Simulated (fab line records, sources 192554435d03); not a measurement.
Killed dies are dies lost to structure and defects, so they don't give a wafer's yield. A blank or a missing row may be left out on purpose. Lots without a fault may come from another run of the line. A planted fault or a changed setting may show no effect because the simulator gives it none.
Chamber matching | flow n5_finfet | N5_STI_FIN_REVEAL_CMP_04 on cmp-03: 4 sister chambers
The step polishes, stops on Si3N4, t overpolish 4 s, target thk 131.83 nm. 16 wafers are shown with their chamber, then 8 later ones without.

WAFERS WITH THEIR CHAMBER
wafer  | chamber | motor_current_A (A) | overpolish_run_s (s) | time_to_endpoint_s (s)
L750.2 | 3       | 7.7                 | 4.000                | 99
L750.4 | 2       | 7.9                 | 3.994                | 97
L750.5 | 1       | 8.6                 | 3.994                | 98
L751.1 | 1       | 8.9                 | 4.009                | 99
L751.3 | 0       | 8.7                 | 3.994                | 97
L751.5 | 1       | 8.9                 | 4.002                | 100
L755.1 | 1       | 8.8                 | 4.003                | 96
L755.3 | 3       | 7.6                 | 4.018                | 94
L755.6 | 2       | 7.4                 | 3.990                | 96
L760.2 | 0       | 8.2                 | 3.991                | 104
L760.4 | 3       | 7.8                 | 3.996                | 103
L760.5 | 1       | 8.7                 | 3.989                | 103
L762.4 | 1       | 8.9                 | 3.995                | 105
L762.5 | 1       | 9.2                 | 3.996                | 104
L762.6 | 0       | 8.7                 | 3.987                | 101
L764.1 | 2       | 7.3                 | 4.028                | 107

SIGNATURES (means of the wafers above)
reading            | chamber 0 | chamber 1 | chamber 2 | chamber 3 | scatter within a chamber
motor_current_A    | 8.533     | 8.857     | 7.533     | 7.700     | 0.226
overpolish_run_s   | 3.99067   | 3.99829   | 4.00400   | 4.00467   | 0.011
time_to_endpoint_s | 100.67    | 100.71    | 100.00    | 98.67     | 4.15
Rule: a wafer's distance from a chamber is the root of the sum, over the readings, of the square of ((its reading less the chamber's mean) divided by the reading's scatter). The wafer belongs to the nearest chamber; if the next one is less than 2 further off, it can't be placed. The scatter: the root of (the sum of the squares of (reading less its chamber's mean) over the shown wafers, divided by (wafers less chambers)).

WAFERS WITHOUT THEIR CHAMBER
wafer  | motor_current_A (A) | overpolish_run_s (s) | time_to_endpoint_s (s)
L764.2 | 8.7                 | 4.009                | 106
L764.6 | 7.5                 | 3.992                | 105
L766.2 | 8.6                 | 3.997                | 104
L766.3 | 8.4                 | 4.009                | 107
L766.6 | 7.7                 | 3.997                | 109
L767.1 | 8.4                 | 3.994                | 104
L767.2 | 8.5                 | 4.005                | 101
L767.6 | 7.5                 | 3.992                | 111

WHICH CHAMBER EACH WENT THROUGH
wafer  | from the rows above               | in truth
L764.2 | can't be placed: 1 or 0           | 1
L764.6 | can't be placed: 2 or 3           | 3
L766.2 | can't be placed: 0 or 1           | 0
L766.3 | can't be placed: 0 or 1 or 3 or 2 | 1
L766.6 | can't be placed: 2 or 3 or 0      | 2
L767.1 | can't be placed: 0 or 1           | 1
L767.2 | can't be placed: 0 or 1           | 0
L767.6 | can't be placed: 2 or 3           | 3
Placed correctly: 0 of 8. Can't be placed from these rows: 8 (the true chamber is among the candidates in 8). Placed wrongly: 0.
